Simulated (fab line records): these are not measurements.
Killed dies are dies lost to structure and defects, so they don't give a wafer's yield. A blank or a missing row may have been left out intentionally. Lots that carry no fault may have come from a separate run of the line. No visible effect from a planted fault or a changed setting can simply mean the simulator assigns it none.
fab line records	flow n5Finfet
record: lots: 10	wafers: 30	lastDay: 19
route steps=1938 shown BEOL_M5@1179 BEOL_M6@1209 PASSIVATION@1936
lots that met no fault: from a run of the same line without faults
startH: hours from the record's opening day to when the first of the lot's shown wafers began	waitH: hours from the lot's prior step to this one	" unchanged from the row above	L1.1+2: a single row standing in for several wafers	- either no value or no given start	* or withheld: withheld	< > ~ a bound
route shown NAME@n: NAME is a module with steps in the file, n the number in the route of the first one	usual: mean/standard deviation taken from wafers without a fault	same: alike in all rows	chamber/n: place in a boat	sites: each site's reading	_std_site: the values' standard deviation	_edge_site: the outer-site mean with the inner-site mean subtracted	radiusMm: for every site, how far away it sits from the centre of the wafer	mask NAME#n: copy n	behind: the tool/chamber that last shaped the wafer	hold: cause of the lot's hold/its duration in hours/its outcome	device: names the non-switching transistor (n, p or np)	end of line: the tests these same wafers got at the end of their route	a step without rows: its recipe alone	killed: not the wafer's yield, but the dies lost to structure and defects at the first sort	map: a wafer's dies, x killed, . not, _ none there
set.NAME: the setting that was run; set.NAME@STEP: the one run at that earlier step	model.NAME: the simulator's own value behind a step, which no gauge read
route steps across a sampled set of lots; one table per step, one row per wafer
services: a tool's chamber out of use, with start hour (startH, from the record's first day; less than 0 if before it), hours out, and reason
== steps ==
step: N5_BEOL_M5_SPUTTER_83
recipe: material: Cu	targetThkA: 150	tempC: -20	chamberPressurePa: 0.07	powerW: withheld	timeS: 27.62
usual: susceptorTempC: -20.01/0.12	throttleValvePct: 29.7/0.65
lot.wafer	tool	chamber	startH	waitH	susceptorTempC	throttleValvePct
L110.2	pvdSputter-03	-	200.32	0.5	-20.03	29.5
L110.4	"	-	"	"	-19.92	29.8
L110.6	"	-	"	"	-20.05	29.8
L112.3	pvdSputter-02	-	209.56	0.5	-19.91	29.6
L112.4	"	-	"	"	-19.99	30.0
L112.5	"	-	"	"	-19.95	30.1
L113.1	pvdSputter-03	-	233.79	0.5	-20.00	30.6
L113.5	"	-	"	"	-20.15	29.6
L113.6	"	-	"	"	-19.98	30.5
L115.1	pvdSputter-02	-	249.03	0.5	-20.04	29.0
L115.2	"	-	"	"	-19.94	29.8
L115.3	"	-	"	"	-19.96	29.7
L117.2	pvdSputter-03	-	256.37	0.5	-20.04	29.4
L117.3	"	-	"	"	-19.99	29.0
L117.4	"	-	"	"	-20.00	29.9
L120.3	pvdSputter-03	-	297.89	0.5	-19.99	30.9
L120.5	"	-	"	"	-20.05	30.7
L120.6	"	-	"	"	-20.22	29.8
L125.2	pvdSputter-01	-	315.53	0.5	-20.04	31.0
L125.3	"	-	"	"	-19.60	30.2
L125.5	"	-	"	"	-19.96	28.3
L126.4	pvdSputter-02	-	317.95	0.5	-20.00	30.0
L126.5	"	-	"	"	-20.07	29.7
L126.6	"	-	"	"	-20.13	30.1
L131.2	pvdSputter-01	-	339.17	0.5	-20.07	29.8
L131.3	"	-	"	"	-20.05	30.9
L131.6	"	-	"	"	-20.11	30.4
L129.1	pvdSputter-03	-	342.59	0.5	-19.97	30.5
L129.2	"	-	"	"	-19.86	29.8
L129.6	"	-	"	"	-20.05	29.3
step: N5_BEOL_M5_ANNEAL_84
recipe: tempC: 400	timeS: 1800	ambient: vacuum
usual: heaterPowerW: 846/81	susceptorTempC: 399.99/0.22
lot.wafer	tool	chamber	startH	waitH	heaterPowerW	susceptorTempC
L110.2	pvdSputter-03	-	200.40	0.0	781	400.09
L110.4	"	-	"	"	1000	400.13
L110.6	"	-	"	"	1028	400.14
L112.3	pvdSputter-02	-	209.64	0.0	965	400.29
L112.4	"	-	"	"	855	399.76
L112.5	"	-	"	"	835	399.52
L113.1	pvdSputter-03	-	233.87	0.0	743	399.82
L113.5	"	-	"	"	997	399.74
L113.6	"	-	"	"	742	399.93
L115.1	pvdSputter-02	-	249.11	0.0	901	399.89
L115.2	"	-	"	"	949	400.05
L115.3	"	-	"	"	813	399.53
L117.2	pvdSputter-03	-	256.45	0.0	810	400.08
L117.3	"	-	"	"	793	399.97
L117.4	"	-	"	"	1005	400.17
L120.3	pvdSputter-03	-	297.97	0.0	737	400.16
L120.5	"	-	"	"	747	399.91
L120.6	"	-	"	"	1022	399.88
L125.2	pvdSputter-01	-	315.61	0.0	807	399.49
L125.3	"	-	"	"	723	400.07
L125.5	"	-	"	"	835	399.97
L126.4	pvdSputter-02	-	318.03	0.0	945	399.92
L126.5	"	-	"	"	935	399.83
L126.6	"	-	"	"	819	399.97
L131.2	pvdSputter-01	-	339.25	0.0	721	399.93
L131.3	"	-	"	"	833	399.96
L131.6	"	-	"	"	724	400.36
L129.1	pvdSputter-03	-	342.67	0.0	740	399.94
L129.2	"	-	"	"	1012	399.77
L129.6	"	-	"	"	783	400.08
step: N5_BEOL_M5_PRE_CLEAN_77
recipe: gas: NH3/H2	timeS: 15	tempC: *	rfPowerW: 300
usual: heaterPowerW: 91/13	susceptorTempC: *
lot.wafer	tool	chamber	startH	waitH	heaterPowerW	sinceWetCleanH	susceptorTempC
L110.2	cvdCo-01	2	203.36	0.0	98	504	*
L110.4	"	2	"	"	102	-	*
L110.6	"	0	"	"	102	-	*
L112.3	cvdCo-02	0	212.57	0.0	85	754	*
L112.4	"	1	"	"	83	-	*
L112.5	"	2	"	"	105	-	*
L113.1	cvdCo-01	0	236.80	0.0	103	997	*
L113.5	"	1	"	"	67	-	*
L113.6	"	2	"	"	102	-	*
L115.1	cvdCo-01	0	254.65	1.6	102	1015	*
L115.2	"	2	"	"	100	555	*
L115.3	"	1	"	"	68	118	*
L117.2	cvdCo-01	0	259.38	0.0	103	1019	*
L117.3	"	1	"	"	67	123	*
L117.4	"	0	"	"	100	-	*
L120.3	cvdCo-01	0	300.98	0.1	104	1061	*
L120.5	"	0	"	"	103	-	*
L120.6	"	1	"	"	70	-	*
L125.2	cvdCo-01	2	319.29	0.3	101	620	*
L125.3	"	1	"	"	71	183	*
L125.5	"	2	"	"	104	-	*
L126.4	cvdCo-01	2	321.28	0.1	100	-	*
L126.5	"	0	"	"	100	-	*
L126.6	"	1	"	"	66	-	*
L131.2	cvdCo-02	0	342.28	0.1	85	884	*
L131.3	"	2	"	"	102	-	*
L131.6	"	0	"	"	83	-	*
L129.1	cvdCo-02	2	345.61	0.0	105	420	*
L129.2	"	0	"	"	85	887	*
L129.6	"	2	"	"	102	-	*
step: N5_BEOL_M5_RS_MEAS_57
recipe: thkMeasGauge: four-point-probe	reads: Co_of_BEOL_M5_CO_CAP_78+Cu_of_BEOL_M5_ECD_50+Co_of_BEOL_M5_CVD_47+TaN_of_BEOL_M5_ALD_86
usual: M5_RS: 0.388/0.016
lot.wafer	tool	chamber	startH	waitH	M5_RS[ohm/sq]
L110.2	filmMetro-01	-	203.63	0.1	0.370
L110.4	"	-	"	"	0.376
L110.6	"	-	"	"	0.381
L112.3	filmMetro-02	-	212.85	0.1	0.412
L112.4	"	-	"	"	0.370
L112.5	"	-	"	"	0.373
L113.1	filmMetro-01	-	237.03	0.0	0.410
L113.5	"	-	"	"	0.408
L113.6	"	-	"	"	0.405
L115.1	filmMetro-01	-	254.88	0.0	0.394
L115.2	"	-	"	"	0.375
L115.3	"	-	"	"	0.380
L117.2	filmMetro-01	-	259.60	0.1	0.390
L117.3	"	-	"	"	0.412
L117.4	"	-	"	"	0.394
L120.3	filmMetro-02	-	301.20	0.1	0.375
L120.5	"	-	"	"	0.417
L120.6	"	-	"	"	0.398
L125.2	filmMetro-02	-	319.51	0.1	0.386
L125.3	"	-	"	"	0.365
L125.5	"	-	"	"	0.371
L126.4	filmMetro-02	-	321.48	0.0	0.385
L126.5	"	-	"	"	0.417
L126.6	"	-	"	"	0.406
L131.2	filmMetro-01	-	342.56	0.1	0.374
L131.3	"	-	"	"	0.394
L131.6	"	-	"	"	0.376
L129.1	filmMetro-02	-	345.92	0.1	0.372
L129.2	"	-	"	"	0.388
L129.6	"	-	"	"	0.377
step: N5_BEOL_M5_INSPECT_58
recipe: inspectInstrument: darkfield	mode: postDep
usual: rawDefectCount: 69/23
lot.wafer	tool	chamber	startH	waitH	rawDefectCount
L110.2	defectInspect-02	-	203.66	0.0	76
L110.4	"	-	"	"	94
L110.6	"	-	"	"	78
L112.3	defectInspect-02	-	212.88	0.0	60
L112.4	"	-	"	"	26
L112.5	"	-	"	"	35
L113.1	defectInspect-01	-	237.05	0.0	107
L113.5	"	-	"	"	66
L113.6	"	-	"	"	100
L115.1	defectInspect-02	-	254.90	0.0	51
L115.2	"	-	"	"	61
L115.3	"	-	"	"	50
L117.2	defectInspect-02	-	259.62	0.0	80
L117.3	"	-	"	"	75
L117.4	"	-	"	"	101
L120.3	defectInspect-01	-	301.48	0.3	41
L120.5	"	-	"	"	45
L120.6	"	-	"	"	53
L125.2	defectInspect-01	-	319.54	0.0	728
L125.3	"	-	"	"	780
L125.5	"	-	"	"	794
L126.4	defectInspect-01	-	321.51	0.0	773
L126.5	"	-	"	"	789
L126.6	"	-	"	"	734
L131.2	defectInspect-02	-	342.59	0.0	35
L131.3	"	-	"	"	32
L131.6	"	-	"	"	55
L129.1	defectInspect-02	-	345.95	0.0	87
L129.2	"	-	"	"	54
L129.6	"	-	"	"	70
step: N5_BEOL_M6_INSPECT_13
recipe: mode: adi	inspectInstrument: brightfield
usual: rawDefectCount: 421/100
lot.wafer	tool	chamber	startH	waitH	rawDefectCount
L110.2	defectInspect-02	-	205.42	0.0	369
L110.4	"	-	"	"	511
L110.6	"	-	"	"	444
L112.3	defectInspect-02	-	215.10	0.0	307
L112.4	"	-	"	"	264
L112.5	"	-	"	"	272
L113.1	defectInspect-02	-	239.83	0.0	360
L113.5	"	-	"	"	257
L113.6	"	-	"	"	437
L115.1	defectInspect-01	-	257.18	0.0	259
L115.2	"	-	"	"	301
L115.3	"	-	"	"	337
L117.2	defectInspect-02	-	261.60	0.0	358
L117.3	"	-	"	"	306
L117.4	"	-	"	"	488
L120.3	defectInspect-01	-	304.20	0.0	352
L120.5	"	-	"	"	313
L120.6	"	-	"	"	320
L125.2	defectInspect-01	-	322.44	0.0	1217
L125.3	"	-	"	"	1319
L125.5	"	-	"	"	1138
L126.4	defectInspect-01	-	323.29	0.0	1177
L126.5	"	-	"	"	1208
L126.6	"	-	"	"	1107
L131.2	defectInspect-01	-	344.24	0.0	444
L131.3	"	-	"	"	358
L131.6	"	-	"	"	423
L129.1	defectInspect-01	-	347.57	0.0	472
L129.2	"	-	"	"	456
L129.6	"	-	"	"	356
step: N5_PASSIVATION_PROBE_49
usual: defectLimitedYield: 91.3/1.4	killed_at_M0_to_M3: 34/10	killed_at_M4_up: 14/5.5	killedAtContacts: 12/6	killedAtFrontEnd: 40/10	killedAtOther: 3.0/2.4	killedDies: 103/17	killedOnRim: 13/4.3	killedOpen: 68/13	killedShort: 34/7.8	sort_bin_5_function: 5.1/0.97	sort_bin_6_memory: 3.3/0.66	sort_bin_8_speed: 0.02/0.12	sortNPass: 1077/17	sortYieldPct: 91.2/1.4
same: grossDies: 1180	killedAtBackSide: 0	sort_bin_4_leakage[%]: 0
lot.wafer	tool	chamber	startH	waitH	defectLimitedYield[%]	killed_at_M0_to_M3	killed_at_M4_up	killedAtContacts	killedAtFrontEnd	killedAtOther	killedDies	killedOnRim	killedOpen	killedShort	sort_bin_5_function[%]	sort_bin_6_memory[%]	sort_bin_8_speed[%]	sortNPass	sortYieldPct[%]
L125.2	prober-01	-	416.65	0.1	87.0	47	56	9	38	3	153	30	64	36	6.7	3.8	0	1027	87.0
L125.3	prober-01	-	416.70	0.1	87.0	35	79	12	24	3	153	34	61	25	7.5	3.3	0	1027	87.0
L125.5	prober-01	-	416.80	0.2	87.0	28	68	7	46	4	153	31	63	38	7.6	4.2	0	1027	87.0
L126.4	prober-01	-	423.44	0.2	85.8	44	73	12	38	1	168	24	72	42	8.7	4.2	0	1012	85.8
L126.5	prober-01	-	423.49	0.2	80.7	38	119	13	52	6	228	28	82	36	10.9	5.2	0	952	80.7
L126.6	prober-01	-	423.54	0.3	86.1	39	73	9	38	5	164	38	56	40	8.1	3.6	0	1016	86.1
killed by level:class
L125.2 BEOL_M5:unspecified=46 BEOL_M0_SAQP:geometricParticle:open=11 FIN_SAQP:geometricParticle:open=8 MOL_CONTACT_COAG:geometricParticle:open=8 HKMG_FIN:areaEtch=7 STI_FIN_REVEAL:geometricParticle:open=6 BEOL_M0_SAQP:geometricParticle:short=6 BEOL_M2:geometricParticle:open=6
L125.3 BEOL_M5:unspecified=67 MOL_CONTACT_COAG:geometricParticle:open=10 BEOL_M0_SAQP:geometricParticle:open=9 GATE_CUT:geometricParticle:short=6 BEOL_M1:geometricParticle:open=6 BEOL_M0_SAQP:geometricParticle:short=5 BEOL_M2:geometricParticle:open=5 BEOL_M3:geometricParticle:open=5
L125.5 BEOL_M5:unspecified=51 STI_FIN_REVEAL:geometricParticle:open=7 BEOL_M0_SAQP:geometricParticle:short=7 FIN_SAQP:geometricParticle:open=6 FIN_SAQP:geometricParticle:short=6 BEOL_M1:geometricParticle:short=6 ILD0:geometricParticle:open=5 BEOL_M3:geometricParticle:open=5
L126.4 BEOL_M5:unspecified=54 BEOL_M2:geometricParticle:open=12 BEOL_M0_SAQP:geometricParticle:open=11 BEOL_M0_SAQP:geometricParticle:short=10 FIN_SAQP:geometricParticle:short=9 FIN_SAQP:geometricParticle:open=8 MOL_CONTACT_COAG:geometricParticle:open=8 BEOL_M4:geometricParticle:open=8
L126.5 BEOL_M5:unspecified=109 STI_FIN_REVEAL:geometricParticle:open=15 MOL_CONTACT_COAG:geometricParticle:open=11 BEOL_M2:geometricParticle:open=11 GATE_CUT:geometricParticle:short=9 FIN_SAQP:geometricParticle:open=7 BEOL_M0_SAQP:geometricParticle:open=7 FIN_SAQP:geometricParticle:short=6
L126.6 BEOL_M5:unspecified=67 BEOL_M0_SAQP:geometricParticle:short=12 GATE_CUT:geometricParticle:short=10 MOL_CONTACT_COAG:geometricParticle:open=8 BEOL_M0_SAQP:geometricParticle:open=8 STI_FIN_REVEAL:geometricParticle:open=7 BEOL_M2:geometricParticle:open=7 BEOL_M1:geometricParticle:open=4
== services ==
tool	chamber	startH	hours	kind
cvdCo-01	-	185.44	6.9	pm
cvdCo-01	1	196.74	8.7	repair
cvdCo-02	-	251.00	6.0	pm
cvdCo-02	-	264.18	0.8	repair
cvdCo-02	-	303.15	0.8	repair
cvdCo-01	2	307.37	4.8	repair
cvdCo-02	1	333.33	-	clean
cvdCo-02	1	333.33	22.0	scheduledDown
cvdCo-02	1	333.33	22.0	ventCycle
cvdCo-01	-	336.47	6.0	pm
pvdSputter-01	-	344.74	1.6	repair
cvdCo-01	-	345.27	0.5	repair
== key ==
firstSign: step: N5_BEOL_M5_INSPECT_58	reading: rawDefectCount	direction: up	sigmas: 31	usual: 69	struck: 766
effect: step: N5_BEOL_M6_INSPECT_13	reading: rawDefectCount	direction: up	sigmas: 7.7	usual: 421	struck: 1194
effect: step: N5_PASSIVATION_PROBE_49	reading: killed_at_M4_up	direction: up	sigmas: 12	usual: 14	struck: 78
moreKillsBornAt: N5_BEOL_M5_PRE_CLEAN_77@cvdCo-01: 394
metAt N5_BEOL_M5_PRE_CLEAN_77
struckLots L125,L126
notActingAt N5_BEOL_M5_SPUTTER_83,N5_BEOL_M5_ANNEAL_84,N5_BEOL_M5_RS_MEAS_57
onsetBetween 300.98 319.29
fault: kind: chamberParticleSource	tool: cvdCo-01	chamber: -	onsetH: 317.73	steps: N5_BEOL_M5_PRE_CLEAN_77	ratePerVisitCm2: 1.0779	endH: 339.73
